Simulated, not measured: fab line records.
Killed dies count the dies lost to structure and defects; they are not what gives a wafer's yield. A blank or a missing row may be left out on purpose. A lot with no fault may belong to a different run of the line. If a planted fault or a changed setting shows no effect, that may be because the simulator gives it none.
The tool behind it: which one?	flow n5Finfet	at 1 step of a route of 1938, 12 lots with 36 wafers sampled

WHAT THE GAUGES SHOWED, per wafer
N5_BEOL_M11_INSPECT_30: inspects for defects (brightfield).
lot	measured	on	rawDefectCount
L075	day 10 18:19	defectInspect-01	311 282 421
L077	day 11 15:45	defectInspect-02	375 312 416
L079	day 11 23:51	defectInspect-01	358 336 297
L082	day 12 08:38	defectInspect-01	361 378 380
L083	day 12 20:05	defectInspect-02	450 461 406
L085	day 13 19:33	defectInspect-02	363 419 395
L087	day 13 21:54	defectInspect-01	392 362 275
L090	day 14 16:07	defectInspect-01	355 346 327
L092	day 15 01:11	defectInspect-01	441 345 352
L094	day 15 09:14	defectInspect-02	408 322 352
L095	day 15 22:16	defectInspect-02	317 388 525
L097	day 16 10:58	defectInspect-01	445 349 340

WHICH TOOL RAN EACH LOT (tool, then ch and the chambers of the sampled wafers, then the start)
There is no process step in the record ahead of these readings.

THE ANSWER, worked out from the rows above alone
Rule: the lots themselves supply what counts as usual. Put in order of their means at a reading, lots are off if they are a third of the lots or fewer, leave a main group of 4 or more, and stand apart from it by a gap of 3 or more times the standard deviation of the main group's means; of several such gaps the widest counts. The tables above print the reading to a certain number of digits; a main group whose means all agree to those digits is not used. Also off: a lot with no number at a reading for which 4 or more lots have one. Any other lot the step has rows for is counted as sound.
No lot is off on any of the readings shown, so nothing can be concluded from this.

WHAT THE SIMULATOR HAD PUT IN
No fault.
